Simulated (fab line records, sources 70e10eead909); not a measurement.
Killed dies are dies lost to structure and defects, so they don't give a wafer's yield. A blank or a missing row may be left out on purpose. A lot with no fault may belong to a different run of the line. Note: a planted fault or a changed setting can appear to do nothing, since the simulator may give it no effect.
Matching of chambers | flow nand-harc | NHARC_P_BONDPAD_ETCH_12 on rie-diel-08 has 4 sister chambers
The step etches the open film in CHF3/O2, target depth 200 nm, time 100 s. 8 wafers are shown with their chamber, then 8 later ones without.

EACH WAFER AND ITS CHAMBER
wafer  | chamber | drypump-motor-current-A (A) | rf-vpp-V (V)
L865.1 | 3       | 5.48                        | 371.6
L865.4 | 1       | 5.18                        | 372.4
L866.4 | 2       | 5.91                        | 374.8
L868.4 | 0       | 5.32                        | 369.6
L868.5 | 1       | 5.17                        | 372.6
L868.6 | 2       | 5.90                        | 372.6
L869.1 | 3       | 5.48                        | 373.3
L869.2 | 0       | 5.31                        | 372.0

WAFERS WITH NO CHAMBER GIVEN
wafer  | drypump-motor-current-A (A) | rf-vpp-V (V)
L869.4 | 5.88                        | 374.5
L871.2 | 5.89                        | 374.3
L871.4 | 5.17                        | 373.3
L871.6 | 5.15                        | 370.4
L877.5 | 5.49                        | 372.4
L877.6 | 5.92                        | 374.4
L880.3 | 5.32                        | 369.6
L880.4 | 5.16                        | 371.8

WHICH CHAMBER EACH ONE RAN IN
wafer  | from the rows above | in truth
L869.4 | 2                   | 2
L871.2 | 2                   | 2
L871.4 | 1                   | 1
L871.6 | 1                   | 1
L877.5 | 3                   | 3
L877.6 | 2                   | 2
L880.3 | 0                   | 0
L880.4 | 1                   | 1
Placed correctly: 8 of 8. From these rows, 0 cannot be placed. 0 placed wrongly.
How it was worked out, from the rows above alone: a wafer's distance from a chamber is the root of the sum, over the readings, of the square of ((its reading less the chamber's mean) divided by the reading's scatter). The wafer belongs to the nearest chamber; if the next one is less than 2 further off, it can't be placed. The mean given for a chamber averages the wafers shown for that chamber. How the scatter is found: for the shown wafers, subtract from each reading the mean of its chamber, square and add these, divide the total by (wafers less chambers), then take the root.
